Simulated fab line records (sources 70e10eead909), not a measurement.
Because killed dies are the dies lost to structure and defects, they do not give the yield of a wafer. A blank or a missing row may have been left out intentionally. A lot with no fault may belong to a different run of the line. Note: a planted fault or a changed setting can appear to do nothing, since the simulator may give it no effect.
fab line records	flow nand-harc
record lots=13	wafers=39	last-day=24
route steps=1159 shown THIN_TSV@1129 END@1159
lots that met no fault: taken from a fault-free run of the same line
start-h: hours from the record's first day to the start of the lot's first wafer shown	wait-h: how many hours have passed since the lot's step before this one	" same as the row above	L1.1+2: one row covering several wafers at once	- value missing, or start not given	* or withheld: withheld	< > ~ a bound
route shown NAME@n: names a module that has steps shown in the file, with the first one's number in the route	usual: average and standard deviation across the fault-free wafers	same: alike in all rows	chamber/n: place in a boat	sites: readings site by site	_std_site: the values' standard deviation	_edge_site: the outer-site mean with the inner-site mean subtracted	radius-mm: for every site, how far away it sits from the centre of the wafer	mask NAME#n: copy n	behind: the last tool/chamber to shape the wafer	hold: what put the lot on hold/how long, in hours/how the hold closed	device: the n, p or np transistor that did not switch	end of line: tests of these same wafers at the route's end	a step with no rows: only its recipe	killed: dies lost to structure and defects at the first sort, not the wafer's yield	map: dies across one wafer; x = killed, . = not, _ = none there
set.NAME: setting as actually run; set.NAME@STEP: the setting as run at that earlier step	model.NAME: the simulator's own value behind a step, which no gauge read
the route's steps for a sample of lots (tables are steps, rows are wafers)
services: when a tool's chamber went out of use (start-h, in hours from the record's first day, below 0 if earlier), for how many hours, and the reason
## steps
# step NHARC_THIN_TSV_PVD_19
# recipe target-thk-a=200	chamber-pressure-pa=5	material=TaN
# usual throttle-valve-pct=29.9/1
lot.wafer	tool	chamber	start-h	wait-h	throttle-valve-pct
L853.3	pvd-sputter-02	-	435.16	-	29.9
L853.4	"	-	"	"	30.7
L853.6	"	-	"	"	30.2
L851.2	pvd-sputter-03	-	435.46	-	31.5
L851.5	"	-	"	"	28.5
L851.6	"	-	"	"	31.3
L852.4	pvd-sputter-02	-	436.03	-	30.9
L852.3	"	-	"	"	30.1
L852.2	"	-	"	"	30.9
L850.1	pvd-sputter-01	-	462.32	-	30.3
L850.3	"	-	"	"	31.4
L850.6	"	-	"	"	30.2
L858.4	pvd-sputter-01	-	482.27	-	30.1
L858.2	"	-	"	"	30.3
L858.6	"	-	"	"	30.0
L856.3	pvd-sputter-03	-	482.81	-	28.3
L856.2	"	-	"	"	30.9
L856.4	"	-	"	"	28.7
L857.4	pvd-sputter-03	-	485.97	-	28.2
L857.1	"	-	"	"	30.9
L857.6	"	-	"	"	29.6
L859.3	pvd-sputter-02	-	501.82	-	30.1
L859.1	"	-	"	"	29.8
L859.2	"	-	"	"	30.7
L860.3	pvd-sputter-01	-	502.98	-	31.5
L860.5	"	-	"	"	31.4
L860.6	"	-	"	"	30.2
L862.3	pvd-sputter-03	-	503.74	-	30.7
L862.1	"	-	"	"	29.5
L862.5	"	-	"	"	28.7
L869.4	pvd-sputter-03	-	539.43	-	30.4
L869.1	"	-	"	"	29.5
L869.2	"	-	"	"	29.0
L870.4	pvd-sputter-03	-	561.01	-	30.6
L870.1	"	-	"	"	28.9
L870.5	"	-	"	"	28.2
L871.2	pvd-sputter-03	-	561.96	-	28.1
L871.1	"	-	"	"	30.8
L871.6	"	-	"	"	30.9
# step NHARC_THIN_TSV_CD_MEAS_33
# recipe target-cd-nm=5000	landing-energy-ev=500
# usual cd-nm=5000.7/3
lot.wafer	tool	chamber	start-h	wait-h	cd-nm
L853.3	cd-sem-01	0	438.06	-	5001.1
L853.4	"	0	"	"	5000.5
L853.6	"	0	"	"	4998.9
L851.2	cd-sem-02	0	438.45	-	4999.4
L851.5	"	0	"	"	4998.8
L851.6	"	0	"	"	5006.8
L852.2	cd-sem-03	0	439.13	-	4996.1
L852.3	"	0	"	"	4995.4
L852.4	"	0	"	"	4996.9
L850.1	cd-sem-02	0	465.21	-	5000.8
L850.3	"	0	"	"	5006.1
L850.6	"	0	"	"	5008.1
L858.2	cd-sem-03	0	485.24	-	5002.9
L858.4	"	0	"	"	5004.7
L858.6	"	0	"	"	5003.5
L856.2	cd-sem-03	0	485.95	-	5003.0
L856.3	"	0	"	"	4995.2
L856.4	"	0	"	"	4999.9
L857.1	cd-sem-01	0	489.01	-	5001.1
L857.4	"	0	"	"	5002.6
L857.6	"	0	"	"	4997.6
L859.1	cd-sem-02	0	504.80	-	4995.1
L859.2	"	0	"	"	4998.9
L859.3	"	0	"	"	5003.8
L860.3	cd-sem-02	0	505.84	-	4998.6
L860.5	"	0	"	"	4998.5
L860.6	"	0	"	"	4998.5
L862.1	cd-sem-01	0	506.85	-	5002.2
L862.3	"	0	"	"	4997.5
L862.5	"	0	"	"	5000.7
L869.1	cd-sem-03	0	542.89	-	5000.4
L869.2	"	0	"	"	5001.1
L869.4	"	0	"	"	4999.8
L870.1	cd-sem-02	0	563.99	-	5000.6
L870.4	"	0	"	"	5001.7
L870.5	"	0	"	"	4998.4
L871.1	cd-sem-01	0	564.94	-	5000.0
L871.2	"	0	"	"	4998.6
L871.6	"	0	"	"	4997.5
# step NHARC_THIN_TSV_DESCUM_35
# recipe time-s=3	o2-flow-sccm=200	ar-flow-sccm=0	bias-power-w=0	chemistry=O2
# usual drypump-motor-current-A=5.9/0.43	oes-product-au=0.998/0.012	rf-vpp-V=57.8/0.89	showerhead-plenum-p-Torr=1.90/0.077	throttle-valve-pct=11.312/0.0083
lot.wafer	tool	chamber	start-h	wait-h	drypump-motor-current-A	oes-product-au	rf-hours-counter-h	rf-vpp-V	showerhead-plenum-p-Torr	throttle-valve-pct
L853.4	rie-diel-06	0	438.21	-	6.2	0.987	1	57.4	2.02	11.311
L853.3	"	2	"	"	5.7	0.997	1	58.3	1.84	11.295
L853.6	"	0	"	"	6.2	0.990	-	58.6	2.02	11.306
L851.2	rie-diel-06	3	438.65	-	5.5	1.006	1	58.3	1.95	11.313
L851.6	"	0	"	"	6.2	0.981	-	59.4	2.02	11.303
L851.5	"	1	"	"	6.5	1.006	-	57.7	1.87	11.321
L852.3	rie-diel-06	2	439.29	-	5.7	0.988	1	56.6	1.84	11.306
L852.2	"	3	"	"	5.5	1.008	1	57.8	1.95	11.315
L852.4	"	1	"	"	6.5	1.013	1	59.7	1.87	11.313
L850.1	rie-diel-08	2	465.37	-	6.1	0.989	15	56.6	1.80	11.312
L850.3	"	1	"	"	5.4	0.979	16	59.2	1.90	11.314
L850.6	"	2	"	"	6.1	1.006	-	57.9	1.80	11.295
L858.4	rie-diel-06	1	485.41	-	6.5	1.002	4	56.5	1.87	11.316
L858.2	"	2	"	"	5.7	0.988	4	57.0	1.84	11.304
L858.6	"	0	"	"	6.3	0.989	-	58.0	2.02	11.310
L856.2	rie-diel-06	2	486.10	-	5.7	0.986	4	58.0	1.84	11.301
L856.4	"	0	"	"	6.3	0.992	4	57.7	2.02	11.308
L856.3	"	1	"	"	6.5	1.001	4	58.4	1.87	11.305
L857.1	rie-diel-01	3	489.17	-	6.3	0.978	15	56.4	2.02	11.308
L857.4	"	2	"	"	5.6	1.013	14	57.2	1.78	11.307
L857.6	"	0	"	"	6.2	1.024	-	57.4	1.83	11.309
L859.1	rie-diel-08	1	504.96	-	5.4	0.985	3	58.6	1.90	11.312
L859.2	"	2	"	"	6.0	0.991	3	57.9	1.79	11.296
L859.3	"	0	"	"	6.0	0.990	3	59.4	1.91	11.324
L860.3	rie-diel-08	2	506.03	-	6.1	0.993	3	57.1	1.79	11.300
L860.6	"	3	"	"	5.6	1.008	-	58.3	1.87	11.304
L860.5	"	0	"	"	6.0	0.995	-	56.7	1.91	11.319
L862.1	rie-diel-08	0	507.04	-	6.0	0.987	3	58.2	1.91	11.326
L862.3	"	1	"	"	5.4	0.998	3	57.9	1.90	11.305
L862.5	"	2	"	"	6.1	0.992	-	57.8	1.79	11.318
L869.2	rie-diel-01	2	543.05	-	5.5	1.017	3	58.0	1.78	11.302
L869.4	"	3	"	"	6.3	1.004	3	57.9	2.02	11.314
L869.1	"	0	"	"	6.1	0.989	3	59.6	1.83	11.321
L870.4	rie-diel-01	1	564.16	-	4.8	1.011	4	58.0	2.00	11.316
L870.1	"	3	"	"	6.3	0.995	5	59.9	2.02	11.298
L870.5	"	0	"	"	6.2	0.994	-	57.1	1.83	11.308
L871.1	rie-diel-06	1	565.10	-	6.5	1.014	11	57.7	1.87	11.308
L871.2	"	0	"	"	6.2	0.987	10	58.7	2.02	11.318
L871.6	"	0	"	"	6.3	0.975	-	58.5	2.02	11.294
# step NHARC_END_SORT_01
# recipe temp-c=25
# usual defect-limited-yield=95.1/1.6	killed-at-array=29/11	killed-at-other=0.6/1	killed-at-periphery=3.1/2.1	killed-dies=33/11	killed-open=3.1/1.9	killed-short=1.9/1.5	sort_bin_2_pct=1.5/0.66	sort_bin_3_pct=0.29/0.23	sort_bin_4_pct=3.1/0.98	sort-n-pass=644/11	sort-rim-yield-pct=96.9/2.3	sort-yield-pct=95.1/1.6
# same gross-dies=677	sort_bin_5_pct[%]=0	sort_bin_6_pct[%]=0	sort_bin_7_pct[%]=0	sort_bin_8_pct[%]=0	sort-rim-n-gross=106.00
lot.wafer	tool	chamber	start-h	wait-h	defect-limited-yield[%]	killed-at-array	killed-at-other	killed-at-periphery	killed-dies	killed-open	killed-short	sort_bin_2_pct[%]	sort_bin_3_pct[%]	sort_bin_4_pct[%]	sort-n-pass	sort-rim-yield-pct[%]	sort-yield-pct[%]
L851.2	prober-01	0	447.92	2.8	95.1	28	2	3	33	3	1	1.5	0.15	3.2	644	95.3	95.1
L851.5	prober-01	0	450.30	3.7	95.1	28	1	4	33	4	2	2.1	0.30	2.5	644	93.4	95.1
L851.6	prober-01	0	451.09	4.0	95.9	26	0	2	28	1	3	1.0	0.15	3.0	649	98.1	95.9
L853.3	prober-02	0	451.21	3.1	95.0	31	1	2	34	4	2	1.6	0.59	2.8	643	98.1	95.0
L853.4	prober-02	0	452.01	3.4	95.7	27	1	1	29	3	1	1.2	0.44	2.7	648	92.5	95.7
L853.6	prober-02	0	453.61	4.0	94.4	37	0	1	38	4	6	1.3	0.15	4.1	639	98.1	94.4
L852.2	prober-01	0	455.72	2.8	97.9	12	1	1	14	2	0	0.9	0	1.2	663	95.3	97.9
L852.3	prober-01	0	456.51	3.1	97.8	15	0	0	15	0	2	0.9	0.15	1.2	662	100.0	97.8
L852.4	prober-01	0	457.31	3.4	96.5	23	1	0	24	5	1	1.3	0.59	1.6	653	98.1	96.5
L850.1	prober-02	0	479.22	2.5	94.2	30	5	4	39	8	2	1.8	0.30	3.7	638	95.3	94.2
L850.3	prober-02	0	480.80	3.1	95.6	26	1	3	30	1	2	1.5	0.15	2.8	647	94.3	95.6
L850.6	prober-02	0	483.16	3.9	96.8	17	2	3	22	0	4	0.9	0	2.4	655	97.2	96.8
L856.2	prober-02	0	495.00	2.8	96.5	22	0	2	24	3	1	1.3	0.15	2.1	653	97.2	96.5
L856.3	prober-02	0	495.80	3.1	95.3	28	0	4	32	5	1	0.6	0.30	3.8	645	100.0	95.3
L856.4	prober-02	0	496.61	3.4	96.0	24	0	3	27	7	2	1.6	0.15	2.2	650	99.1	96.0
L858.2	prober-01	0	495.00	2.8	97.9	11	1	2	14	2	2	0.6	0.15	1.3	663	100.0	97.9
L858.4	prober-01	0	496.60	3.4	96.9	18	1	2	21	1	3	0.9	0.15	2.1	656	98.1	96.9
L858.6	prober-01	0	498.20	4.0	98.7	6	0	3	9	2	1	0.3	0.15	0.9	668	99.1	98.7
L857.1	prober-01	0	501.97	2.5	94.4	30	0	8	38	1	0	2.1	0.44	3.1	639	99.1	94.4
L857.4	prober-01	0	504.35	3.4	94.7	32	1	3	36	2	3	1.5	0	3.8	641	95.3	94.7
L857.6	prober-01	0	505.94	4.0	94.4	34	0	4	38	3	2	1.3	0.44	3.8	639	100.0	94.4
L859.1	prober-01	0	515.52	2.5	96.9	18	0	3	21	5	1	0.7	0	2.4	656	96.2	96.9
L859.2	prober-01	0	516.33	2.8	95.9	27	0	1	28	10	2	1.3	0.15	2.7	649	93.4	95.9
L859.3	prober-01	0	517.15	3.1	97.3	14	0	4	18	5	1	0.4	0	2.2	659	97.2	97.3
L860.3	prober-02	0	517.16	3.1	95.1	33	0	0	33	5	5	1.6	0.15	3.1	644	99.1	95.1
L860.5	prober-02	0	518.77	3.7	95.3	29	0	3	32	4	3	1.3	0.44	3.0	645	94.3	95.3
L860.6	prober-02	0	519.58	4.0	94.5	35	0	2	37	4	0	2.2	0.15	3.1	640	96.2	94.5
L862.1	prober-02	0	523.41	2.5	95.3	28	2	2	32	2	3	1.9	0.59	2.2	645	99.1	95.3
L862.3	prober-02	0	525.04	3.1	95.6	26	2	2	30	1	2	1.3	0.30	2.8	647	99.1	95.6
L862.5	prober-02	0	526.66	3.8	95.1	27	2	4	33	2	0	0.9	0.15	3.8	644	99.1	95.1
L869.1	prober-02	0	556.77	2.5	90.7	34	27	2	63	1	1	3.2	1.33	4.7	614	83.0	90.7
L869.2	prober-02	0	557.58	2.8	82.7	34	82	1	117	3	1	8.6	1.33	7.4	560	96.2	82.7
L869.4	prober-02	0	559.21	3.4	86.6	16	74	1	91	2	2	5.5	3.55	4.4	586	89.6	86.6
L870.1	prober-01	0	572.93	2.5	82.9	33	79	4	116	2	1	7.8	3.10	6.2	561	92.5	82.9
L870.4	prober-01	0	575.34	3.4	82.0	41	80	1	122	3	0	8.6	2.36	7.1	555	88.7	82.0
L870.5	prober-01	0	576.14	3.7	82.3	32	83	5	120	2	4	9.0	2.95	5.8	557	98.1	82.3
L871.1	prober-02	0	572.95	2.5	84.2	27	75	5	107	5	2	6.9	4.87	4.0	570	84.9	84.2
L871.2	prober-02	0	573.75	2.8	84.3	22	82	2	106	5	3	5.8	3.40	6.5	571	98.1	84.3
L871.6	prober-02	0	576.95	4.0	84.9	19	83	0	102	3	1	6.4	3.55	5.2	575	89.6	84.9
# killed by level:class
L851.2 A_CHANNEL_HOLE_D1:chamber-film-flake=11 A_SLIT:chamber-film-flake=5 A_CONTACT:chamber-film-flake=5 P_BONDPAD:chamber-film-flake=2 A_CHANNEL_FILL_D1:chamber-film-flake=2 THIN_TSV:chamber-film-flake=2 A_CHANNEL_FILL_D1:geometric-particle:open=1 A_WL_FILL:geometric-particle:short=1
L851.5 A_CHANNEL_HOLE_D1:chamber-film-flake=9 A_SLIT:chamber-film-flake=8 A_CONTACT:chamber-film-flake=3 P_STI:chamber-film-flake=2 P_GATE:geometric-particle:open=1 A_ONON_D1:geometric-particle:short=1 A_SGD_CUT:geometric-particle:open=1 A_CONTACT:geometric-particle:open=1
L851.6 A_CHANNEL_HOLE_D1:chamber-film-flake=9 A_SLIT:chamber-film-flake=7 A_CONTACT:chamber-film-flake=4 P_M0:geometric-particle:open=1 A_CHANNEL_FILL_D1:geometric-particle:short=1 A_WL_FILL:geometric-particle:short=1 A_M0:geometric-particle:short=1 P_ZERO_WELL:chamber-film-flake=1
L853.3 A_CHANNEL_HOLE_D1:chamber-film-flake=18 A_CONTACT:chamber-film-flake=5 A_CHANNEL_FILL_D1:chamber-film-flake=3 P_STI:geometric-particle:short=1 P_M0:geometric-particle:open=1 A_ONON_D1:geometric-particle:short=1 A_ONON_D1:geometric-particle:open=1 A_BLC:geometric-particle:open=1
L853.4 A_CHANNEL_HOLE_D1:chamber-film-flake=7 A_CONTACT:chamber-film-flake=7 A_CHANNEL_FILL_D1:chamber-film-flake=6 A_CONTACT:geometric-particle:open=2 P_M0:geometric-particle:open=1 A_SGD_CUT:geometric-particle:short=1 A_STAIRCASE:chamber-film-flake=1 A_SGD_CUT:chamber-film-flake=1
L853.6 A_CHANNEL_HOLE_D1:chamber-film-flake=16 A_CHANNEL_FILL_D1:chamber-film-flake=6 A_CONTACT:chamber-film-flake=3 A_ONON_D1:geometric-particle:short=2 P_CONTACT:geometric-particle:open=1 A_SOURCE_PLATE:geometric-particle:short=1 A_ONON_D1:geometric-particle:open=1 A_CHANNEL_FILL_D1:geometric-particle:open=1
L852.2 A_CHANNEL_HOLE_D1:chamber-film-flake=7 A_CHANNEL_FILL_D1:geometric-particle:open=1 A_M0:geometric-particle:open=1 P_CONTACT:chamber-film-flake=1 A_ZERO_WELL:chamber-film-flake=1 A_SLIT:chamber-film-flake=1 A_CONTACT:chamber-film-flake=1 THIN_TSV:chamber-film-flake=1
L852.3 A_CHANNEL_HOLE_D1:chamber-film-flake=9 A_CONTACT:chamber-film-flake=4 A_CONTACT:geometric-particle:short=1 A_M1:geometric-particle:short=1
L852.4 A_CHANNEL_HOLE_D1:chamber-film-flake=9 A_CONTACT:chamber-film-flake=5 A_ONON_D1:geometric-particle:open=3 A_ZERO_WELL:chamber-film-flake=3 A_SOURCE_PLATE:geometric-particle:open=1 A_SLIT:geometric-particle:short=1 A_BLC:geometric-particle:open=1 THIN_TSV:chamber-film-flake=1
L850.1 A_SLIT:chamber-film-flake=15 A_CONTACT:chamber-film-flake=5 THIN_TSV:chamber-film-flake=5 A_CHANNEL_HOLE_D1:chamber-film-flake=3 A_ONON_D1:geometric-particle:open=2 A_WL_FILL:geometric-particle:open=2 P_CONTACT:geometric-particle:open=1 P_M0:geometric-particle:open=1
L850.3 A_SLIT:chamber-film-flake=10 A_CHANNEL_HOLE_D1:chamber-film-flake=8 P_BONDPAD:chamber-film-flake=3 A_WL_FILL:chamber-film-flake=2 A_CONTACT:chamber-film-flake=2 A_CHANNEL_HOLE_D1:geometric-particle:open=1 A_SGD_CUT:geometric-particle:short=1 A_WL_FILL:geometric-particle:short=1
L850.6 A_SLIT:chamber-film-flake=11 A_WL_FILL:geometric-particle:short=3 THIN_TSV:chamber-film-flake=2 P_M1:geometric-particle:short=1 P_GATE:chamber-film-flake=1 P_BONDPAD:chamber-film-flake=1 A_ZERO_WELL:chamber-film-flake=1 A_STAIRCASE:chamber-film-flake=1
L856.2 A_CHANNEL_HOLE_D1:chamber-film-flake=12 A_WL_FILL:chamber-film-flake=5 P_M0:geometric-particle:open=1 P_M1:geometric-particle:open=1 A_ONON_D1:geometric-particle:open=1 A_WL_FILL:geometric-particle:short=1 A_CHANNEL_FILL_D1:chamber-film-flake=1 A_STAIRCASE:chamber-film-flake=1
L858.2 A_STAIRCASE:chamber-film-flake=4 A_CHANNEL_HOLE_D1:chamber-film-flake=2 A_CONTACT:chamber-film-flake=2 P_CONTACT:geometric-particle:short=1 A_CONTACT:geometric-particle:open=1 A_M1:geometric-particle:open=1 STARTING-WAFER:geometric-particle:short=1 P_ZERO_WELL:chamber-film-flake=1
L856.3 A_CHANNEL_HOLE_D1:chamber-film-flake=20 A_STAIRCASE:chamber-film-flake=2 P_STI:geometric-particle:open=1 P_CONTACT:geometric-particle:short=1 P_CONTACT:geometric-particle:open=1 A_SOURCE_PLATE:geometric-particle:open=1 A_CHANNEL_HOLE_D1:geometric-particle:open=1 A_BLC:geometric-particle:open=1
L858.4 A_CHANNEL_HOLE_D1:chamber-film-flake=9 A_CONTACT:chamber-film-flake=4 A_CHANNEL_FILL_D1:geometric-particle:short=1 A_WL_FILL:geometric-particle:short=1 A_CONTACT:geometric-particle:short=1 A_BLC:geometric-particle:open=1 P_ZERO_WELL:chamber-film-flake=1 P_GATE:chamber-film-flake=1
L856.4 A_CHANNEL_HOLE_D1:chamber-film-flake=14 A_ONON_D1:geometric-particle:open=3 P_STI:geometric-particle:open=1 P_CONTACT:geometric-particle:open=1 A_ONON_D1:geometric-particle:short=1 A_CHANNEL_HOLE_D1:geometric-particle:short=1 A_SGD_CUT:geometric-particle:open=1 A_BLC:geometric-particle:open=1
L858.6 A_CONTACT:chamber-film-flake=3 A_CHANNEL_HOLE_D1:chamber-film-flake=2 P_GATE:geometric-particle:open=1 P_CONTACT:geometric-particle:open=1 A_M1:geometric-particle:short=1 P_M2:chamber-film-flake=1
L857.1 A_CHANNEL_HOLE_D1:chamber-film-flake=17 A_SLIT:chamber-film-flake=12 P_ZERO_WELL:chamber-film-flake=3 P_STI:chamber-film-flake=3 P_GATE:geometric-particle:open=1 P_M2:chamber-film-flake=1 A_STAIRCASE:chamber-film-flake=1
L857.4 A_CHANNEL_HOLE_D1:chamber-film-flake=14 A_SLIT:chamber-film-flake=11 A_ONON_D1:geometric-particle:short=2 P_STI:chamber-film-flake=2 A_STAIRCASE:chamber-film-flake=2 P_M0:geometric-particle:open=1 A_CHANNEL_HOLE_D1:geometric-particle:short=1 A_BLC:geometric-particle:open=1
L857.6 A_CHANNEL_HOLE_D1:chamber-film-flake=16 A_SLIT:chamber-film-flake=13 P_STI:chamber-film-flake=3 P_M0:geometric-particle:short=1 A_CHANNEL_HOLE_D1:geometric-particle:open=1 A_CONTACT:geometric-particle:open=1 A_M0:geometric-particle:open=1 A_M0:geometric-particle:short=1
L859.1 A_CHANNEL_HOLE_D1:chamber-film-flake=7 A_CHANNEL_FILL_D1:geometric-particle:open=2 A_ZERO_WELL:chamber-film-flake=2 A_CONTACT:chamber-film-flake=2 P_CONTACT:geometric-particle:short=1 P_M2:geometric-particle:open=1 A_ONON_D1:geometric-particle:open=1 A_CONTACT:geometric-particle:open=1
L859.2 A_CHANNEL_HOLE_D1:chamber-film-flake=6 A_STAIRCASE:chamber-film-flake=4 A_CONTACT:geometric-particle:open=3 A_CHANNEL_FILL_D1:geometric-particle:open=2 A_WL_FILL:chamber-film-flake=2 A_CONTACT:chamber-film-flake=2 A_ONON_D1:geometric-particle:open=1 A_ONON_D1:geometric-particle:short=1
L859.3 A_CHANNEL_HOLE_D1:chamber-film-flake=5 A_CONTACT:chamber-film-flake=2 P_GATE:geometric-particle:open=1 P_CONTACT:geometric-particle:open=1 A_ONON_D1:geometric-particle:short=1 A_CHANNEL_HOLE_D1:geometric-particle:open=1 A_CHANNEL_FILL_D1:geometric-particle:open=1 A_WL_FILL:geometric-particle:open=1
L860.3 A_SLIT:chamber-film-flake=7 A_CHANNEL_HOLE_D1:chamber-film-flake=6 A_CONTACT:chamber-film-flake=4 A_CHANNEL_FILL_D1:chamber-film-flake=3 A_CHANNEL_FILL_D1:geometric-particle:open=2 A_CONTACT:geometric-particle:open=2 A_STAIRCASE:chamber-film-flake=2 A_SOURCE_PLATE:geometric-particle:short=1
L860.5 A_SLIT:chamber-film-flake=11 A_CONTACT:chamber-film-flake=5 A_CHANNEL_HOLE_D1:chamber-film-flake=4 A_STAIRCASE:chamber-film-flake=3 A_CONTACT:geometric-particle:short=2 P_GATE:geometric-particle:short=1 P_GATE:geometric-particle:open=1 P_M0:geometric-particle:open=1
L860.6 A_SLIT:chamber-film-flake=18 A_CHANNEL_HOLE_D1:chamber-film-flake=4 A_STAIRCASE:chamber-film-flake=4 A_CONTACT:chamber-film-flake=4 P_CONTACT:geometric-particle:open=1 A_CONTACT:geometric-particle:open=1 A_M0:geometric-particle:open=1 A_M1:geometric-particle:open=1
L862.1 A_CHANNEL_HOLE_D1:chamber-film-flake=19 A_ZERO_WELL:chamber-film-flake=2 A_STAIRCASE:chamber-film-flake=2 THIN_TSV:chamber-film-flake=2 A_ONON_D1:geometric-particle:short=1 A_SGD_CUT:geometric-particle:short=1 A_WL_FILL:geometric-particle:open=1 A_CONTACT:geometric-particle:short=1
L862.3 A_CHANNEL_HOLE_D1:chamber-film-flake=19 P_M1:chamber-film-flake=2 A_ZERO_WELL:chamber-film-flake=2 A_STAIRCASE:chamber-film-flake=2 THIN_TSV:chamber-film-flake=2 A_ONON_D1:geometric-particle:short=1 A_BLC:geometric-particle:open=1 A_M1:geometric-particle:short=1
L862.5 A_CHANNEL_HOLE_D1:chamber-film-flake=21 P_M1:chamber-film-flake=3 A_STAIRCASE:chamber-film-flake=3 THIN_TSV:chamber-film-flake=2 A_ONON_D1:geometric-particle:open=1 A_CONTACT:geometric-particle:open=1 P_M2:chamber-film-flake=1 A_CONTACT:chamber-film-flake=1
L869.1 THIN_TSV:unspecified=27 A_CHANNEL_HOLE_D1:chamber-film-flake=12 A_SLIT:chamber-film-flake=9 A_CONTACT:chamber-film-flake=8 A_STAIRCASE:chamber-film-flake=2 P_M1:geometric-particle:short=1 A_CONTACT:geometric-particle:open=1 P_GATE:chamber-film-flake=1
L869.2 THIN_TSV:unspecified=82 A_CHANNEL_HOLE_D1:chamber-film-flake=14 A_SLIT:chamber-film-flake=14 A_CONTACT:geometric-particle:open=3 A_CONTACT:chamber-film-flake=2 A_CONTACT:geometric-particle:short=1 P_GATE:chamber-film-flake=1
L869.4 THIN_TSV:unspecified=74 A_SLIT:chamber-film-flake=4 A_CONTACT:chamber-film-flake=4 A_WL_FILL:chamber-film-flake=3 A_CHANNEL_HOLE_D1:chamber-film-flake=2 P_M0:geometric-particle:open=1 A_ONON_D1:geometric-particle:open=1 A_CHANNEL_HOLE_D1:geometric-particle:short=1
L870.1 THIN_TSV:unspecified=79 A_CHANNEL_HOLE_D1:chamber-film-flake=22 A_CONTACT:chamber-film-flake=5 P_M1:chamber-film-flake=4 A_CHANNEL_FILL_D1:geometric-particle:short=1 A_CHANNEL_FILL_D1:geometric-particle:open=1 A_M0:geometric-particle:open=1 A_SLIT:chamber-film-flake=1
L871.1 THIN_TSV:unspecified=75 A_CONTACT:chamber-film-flake=9 A_SLIT:chamber-film-flake=7 A_STAIRCASE:chamber-film-flake=7 P_M0:geometric-particle:open=2 P_CONTACT:geometric-particle:open=1 P_M1:geometric-particle:open=1 A_ONON_D1:geometric-particle:short=1
L871.2 THIN_TSV:unspecified=80 A_SLIT:chamber-film-flake=8 A_CONTACT:chamber-film-flake=5 A_M0:geometric-particle:open=2 P_M0:geometric-particle:open=1 A_ONON_D1:geometric-particle:short=1 A_ONON_D1:geometric-particle:open=1 A_CHANNEL_FILL_D1:geometric-particle:short=1
L870.4 THIN_TSV:unspecified=79 A_CHANNEL_HOLE_D1:chamber-film-flake=25 A_CONTACT:chamber-film-flake=7 A_SGD_CUT:chamber-film-flake=4 A_CONTACT:geometric-particle:open=2 A_STAIRCASE:geometric-particle:open=1 P_M1:chamber-film-flake=1 A_ZERO_WELL:chamber-film-flake=1
L870.5 THIN_TSV:unspecified=83 A_CHANNEL_HOLE_D1:chamber-film-flake=17 A_CONTACT:chamber-film-flake=7 A_SGD_CUT:chamber-film-flake=3 P_GATE:geometric-particle:short=1 P_CONTACT:geometric-particle:short=1 P_CONTACT:geometric-particle:open=1 A_ONON_D1:geometric-particle:short=1
L871.6 THIN_TSV:unspecified=82 A_CHANNEL_HOLE_D1:chamber-film-flake=7 A_STAIRCASE:chamber-film-flake=4 A_CONTACT:chamber-film-flake=4 A_ONON_D1:geometric-particle:open=1 A_SGD_CUT:geometric-particle:short=1 A_M0:geometric-particle:open=1 STARTING-WAFER:geometric-particle:open=1
## services
tool	chamber	start-h	hours	kind
rie-diel-08	2	417.84	3.3	repair
rie-diel-06	-	418.22	9.0	pm
rie-diel-06	0	418.22	9.0	vent-cycle
rie-diel-06	1	418.22	9.0	vent-cycle
rie-diel-06	2	418.22	9.0	vent-cycle
rie-diel-06	3	418.22	9.0	vent-cycle
rie-diel-08	3	420.08	9.9	repair
rie-diel-06	0	427.22	-	clean
rie-diel-06	1	427.22	-	clean
rie-diel-06	2	427.22	-	clean
rie-diel-06	3	427.22	-	clean
pvd-sputter-02	-	440.98	3.9	repair
rie-diel-06	3	454.67	5.0	repair
pvd-sputter-02	-	455.16	38.8	repair
pvd-sputter-03	-	458.00	10.0	pm
rie-diel-08	-	478.80	9.0	pm
rie-diel-01	-	491.80	9.0	pm
pvd-sputter-01	-	497.49	2.8	repair
rie-diel-01	-	502.91	0.4	repair
pvd-sputter-03	-	513.65	0.6	repair
pvd-sputter-01	-	514.00	10.0	pm
rie-diel-08	-	530.97	2.5	repair
rie-diel-06	2	547.37	1.4	repair
rie-diel-06	3	550.61	15.8	repair
## key
first-sign step=NHARC_END_SORT_01	reading=killed-at-other	direction=up	sigmas=71	usual=0.6	struck=73.9
effect step=NHARC_END_SORT_01	reading=killed-dies	direction=up	sigmas=6.8	usual=33	struck=105
more-kills-born-at NHARC_THIN_TSV_PVD_19@pvd-sputter-03=661
met-at NHARC_THIN_TSV_PVD_19
struck-lots L869,L870,L871
not-acting-at NHARC_THIN_TSV_CD_MEAS_33,NHARC_THIN_TSV_DESCUM_35
onset-between 503.74 539.43
also-fits time
fault kind=chamber-particle-source	tool=pvd-sputter-03	chamber=-	onset-h=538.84	steps=NHARC_THIN_TSV_PVD_19	rate-per-visit-cm2=0.76863	end-h=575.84
